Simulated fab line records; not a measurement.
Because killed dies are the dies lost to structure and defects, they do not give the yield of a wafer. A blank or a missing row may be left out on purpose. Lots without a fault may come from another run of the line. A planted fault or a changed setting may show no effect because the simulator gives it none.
Chamber matching / flow n5-finfet / N5_FIN_SAQP_HM_OPEN_73 on rie-diel-03 has 4 sister chambers
The step chemistry CHF3/O2, target SiO2, stops on a-Si, target depth 12 nm, time 16.8 s. 14 wafers are shown with their chamber, then 7 later ones without.

WAFERS WITH THEIR CHAMBER
wafer=L078.1; chamber=3; drypump-motor-current-A (A)=5.15; throttle-valve-pct (%)=18.8; showerhead-plenum-p-Torr (Torr)=2.43
wafer=L078.2; chamber=1; drypump-motor-current-A (A)=5.79; throttle-valve-pct (%)=18.6; showerhead-plenum-p-Torr (Torr)=2.43
wafer=L078.4; chamber=0; drypump-motor-current-A (A)=5.29; throttle-valve-pct (%)=19.3; showerhead-plenum-p-Torr (Torr)=2.51
wafer=L080.2; chamber=3; drypump-motor-current-A (A)=5.14; throttle-valve-pct (%)=18.8; showerhead-plenum-p-Torr (Torr)=2.42
wafer=L080.3; chamber=0; drypump-motor-current-A (A)=5.26; throttle-valve-pct (%)=19.3; showerhead-plenum-p-Torr (Torr)=2.51
wafer=L080.4; chamber=2; drypump-motor-current-A (A)=6.27; throttle-valve-pct (%)=18.8; showerhead-plenum-p-Torr (Torr)=2.40
wafer=L082.3; chamber=2; drypump-motor-current-A (A)=6.25; throttle-valve-pct (%)=18.8; showerhead-plenum-p-Torr (Torr)=2.39
wafer=L082.4; chamber=0; drypump-motor-current-A (A)=5.28; throttle-valve-pct (%)=19.4; showerhead-plenum-p-Torr (Torr)=2.50
wafer=L082.6; chamber=0; drypump-motor-current-A (A)=5.34; throttle-valve-pct (%)=19.3; showerhead-plenum-p-Torr (Torr)=2.50
wafer=L085.2; chamber=1; drypump-motor-current-A (A)=5.79; throttle-valve-pct (%)=18.6; showerhead-plenum-p-Torr (Torr)=2.43
wafer=L085.4; chamber=2; drypump-motor-current-A (A)=6.30; throttle-valve-pct (%)=18.8; showerhead-plenum-p-Torr (Torr)=2.39
wafer=L085.6; chamber=3; drypump-motor-current-A (A)=5.14; throttle-valve-pct (%)=18.8; showerhead-plenum-p-Torr (Torr)=2.42
wafer=L088.1; chamber=2; drypump-motor-current-A (A)=6.28; throttle-valve-pct (%)=18.8; showerhead-plenum-p-Torr (Torr)=2.39
wafer=L088.4; chamber=0; drypump-motor-current-A (A)=5.30; throttle-valve-pct (%)=19.4; showerhead-plenum-p-Torr (Torr)=2.50

SIGNATURES (means of the wafers above)
reading=drypump-motor-current-A; chamber 0=5.2940; chamber 1=5.7900; chamber 2=6.2750; chamber 3=5.1433; scatter within a chamber=0.0221
reading=throttle-valve-pct; chamber 0=19.340; chamber 1=18.600; chamber 2=18.800; chamber 3=18.800; scatter within a chamber=0.0346
reading=showerhead-plenum-p-Torr; chamber 0=2.5040; chamber 1=2.4300; chamber 2=2.3925; chamber 3=2.4233; scatter within a chamber=0.00512
Rule: for each reading, subtract the chamber's mean from the wafer's reading, divide by that reading's scatter and square the result; add these up over the readings and take the root, which gives the wafer's distance from the chamber. The wafer belongs to the nearest chamber; if the next one is less than 2 further off, it can't be placed. The scatter: take each reading less its chamber's mean, square it, sum over the shown wafers, divide by the number of wafers less the number of chambers, and take the root.

WAFERS WITH NO CHAMBER GIVEN
wafer=L088.5; drypump-motor-current-A (A)=5.31; throttle-valve-pct (%)=19.4; showerhead-plenum-p-Torr (Torr)=2.50
wafer=L093.2; drypump-motor-current-A (A)=5.77; throttle-valve-pct (%)=18.6; showerhead-plenum-p-Torr (Torr)=2.42
wafer=L093.4; drypump-motor-current-A (A)=6.28; throttle-valve-pct (%)=18.8; showerhead-plenum-p-Torr (Torr)=2.38
wafer=L093.6; drypump-motor-current-A (A)=5.78; throttle-valve-pct (%)=18.6; showerhead-plenum-p-Torr (Torr)=2.42
wafer=L094.4; drypump-motor-current-A (A)=5.79; throttle-valve-pct (%)=18.6; showerhead-plenum-p-Torr (Torr)=2.42
wafer=L094.5; drypump-motor-current-A (A)=5.14; throttle-valve-pct (%)=18.8; showerhead-plenum-p-Torr (Torr)=2.41
wafer=L094.6; drypump-motor-current-A (A)=6.31; throttle-valve-pct (%)=18.8; showerhead-plenum-p-Torr (Torr)=2.38

WHICH CHAMBER EACH ONE RAN IN
wafer=L088.5; from the rows above=0; in truth=0
wafer=L093.2; from the rows above=1; in truth=1
wafer=L093.4; from the rows above=2; in truth=2
wafer=L093.6; from the rows above=1; in truth=1
wafer=L094.4; from the rows above=1; in truth=1
wafer=L094.5; from the rows above=3; in truth=3
wafer=L094.6; from the rows above=2; in truth=2
Placed correctly: 7 of 7. From these rows, 0 cannot be placed. Wrongly placed: 0.
